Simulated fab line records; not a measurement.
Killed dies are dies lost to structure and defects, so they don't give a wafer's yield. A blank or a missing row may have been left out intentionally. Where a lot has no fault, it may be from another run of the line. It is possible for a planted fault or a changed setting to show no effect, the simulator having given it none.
Split-lot study | flow n5 finfet | 21 wafers read from 7 lots, route of 1938 steps

ABOUT THE SPLIT
At N5_BEOL_M3_ILD_DEP_00 (deposits SiOC from DEMS/O2, target thk 79 nm, time 15.3 s), the setting time s was moved away from the recipe's 15.3 s on 9 of the 21 wafers read, by -14.3% to +14.2%. The other wafers ran this setting at the recipe's value.

There is no step in the file separating the split from the reading.

THE READING
Values of M3_ILD_THK in nm from N5_BEOL_M3_THK_MEAS_01. On this fab line, fault-free wafers typically give 79.0 nm with a standard deviation of 1.2 nm.

wafer  | tool, chamber at the split | time s as run, s | against the recipe | M3_ILD_THK, nm | against lot-mates on the recipe
L075.1 | pecvd-03, 1,0              | 15.3             | recipe             | 77.8           | -
L075.3 | pecvd-03, 1,0              | 15.3             | recipe             | 77.8           | -
L075.4 | pecvd-03, 0                | 15.3             | recipe             | 78.9           | -
L076.1 | pecvd-01, 2                | 16.28            | +6.4%              | 84.1           | +3.6
L076.2 | pecvd-01, 1                | 16.28            | +6.4%              | 84.0           | +3.5
L076.6 | pecvd-01, 0                | 15.3             | recipe             | 80.5           | -
L077.2 | pecvd-01, 1                | 15.3             | recipe             | 77.1           | -
L077.5 | pecvd-01, 1                | 13.36            | -12.7%             | 69.1           | -8.0
L077.6 | pecvd-01, 0                | 13.36            | -12.7%             | 71.0           | -6.1
L080.4 | pecvd-04, 2,1              | 15.87            | +3.7%              | 83.8           | +3.6
L080.5 | pecvd-04, 0                | 15.3             | recipe             | 80.2           | -
L080.6 | pecvd-04, 2,1              | 15.87            | +3.7%              | 83.6           | +3.4
L087.1 | pecvd-03, 2                | 15.3             | recipe             | 77.7           | -
L087.2 | pecvd-03, 1                | 13.11            | -14.3%             | 69.1           | -9.8
L087.4 | pecvd-03, 2                | 15.3             | recipe             | 80.1           | -
L089.2 | pecvd-01, 2                | 15.3             | recipe             | 79.6           | -
L089.3 | pecvd-01, 0                | 15.3             | recipe             | 78.6           | -
L089.5 | pecvd-01, 1                | 15.3             | recipe             | 79.2           | -
L090.1 | pecvd-01, 1                | 15.3             | recipe             | 78.2           | -
L090.2 | pecvd-01, 2                | 17.48            | +14.2%             | 90.6           | +12.4
L090.4 | pecvd-01, 1                | 17.48            | +14.2%             | 91.3           | +13.1
Where a row lists several chambers, the file gives one row for several wafers and doesn't say which wafer went through which chamber.

FIT RESULTS
A straight line over all 21 wafers: M3_ILD_THK changes by +0.774 nm for each +1% of time s; r = +0.98; the points scatter about the line by 1.2 nm.
The same after taking each lot's own level away (the mean of its wafers on the recipe; 21 wafers): +0.72 nm for each +1%; r = +0.98; scatter 1.2 nm.
That fit puts the effect of the largest move of time s on the reading at 10 nm.
The lots' own levels span 77.10 to 80.50 nm, that is 2.8 times the standard deviation above.
So the lot-to-lot level changes the slope little: the two slopes agree.
Check: with one of the wafers moved furthest among these (-14.3%) left out of the fit, the line predicts -9.89 nm for it against its lot-mates. Against them it came out at -9.8 nm.

THESE WAFERS: OTHER SPLITS
Note: prior to the reading, these wafers also went through further splits. Each is held against what the fit with the lots' levels taken away leaves over:
other split on the same wafers       | wafers away from the commonest value | r with M3_ILD_THK (lot level and that fit taken away)
N5_MOL_CONTACT_COAG_COAT_76 spin rpm | 7                                    | -0.22
N5_BEOL_M0_SAQP_DESCUM_19 time s     | 7                                    | -0.08
N5_BEOL_M0_SAQP_DESCUM_45 time s     | 5                                    | -0.16
N5_BEOL_M2_ETCH_69 bias w            | 8                                    | -0.10
N5_BEOL_M2_TRENCH_ETCH_37 bias w     | 6                                    | +0.44

THE WHOLE CHAIN: every reading that the file lists as answering this split, in the file's order
step                   | what it does                                              | reading                                                                            | change (the file's fit)               | r (the file's)
N5_BEOL_M3_ILD_DEP_00  | deposits SiOC from DEMS/O2, target thk 79 nm, time 15.3 s | SiOC_of_BEOL_M3_ILD_DEP_00.thk nm (the simulator's own value, which no gauge read) | +0.716 nm for each +1% of the setting | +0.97
N5_BEOL_M3_THK_MEAS_01 |                                                           | M3_ILD_THK                                                                         | +0.715 for each +1% of the setting    | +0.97

FILE'S OWN FIT
M3_ILD_THK changes by +0.715 nm for each +1% of time s, r = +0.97.
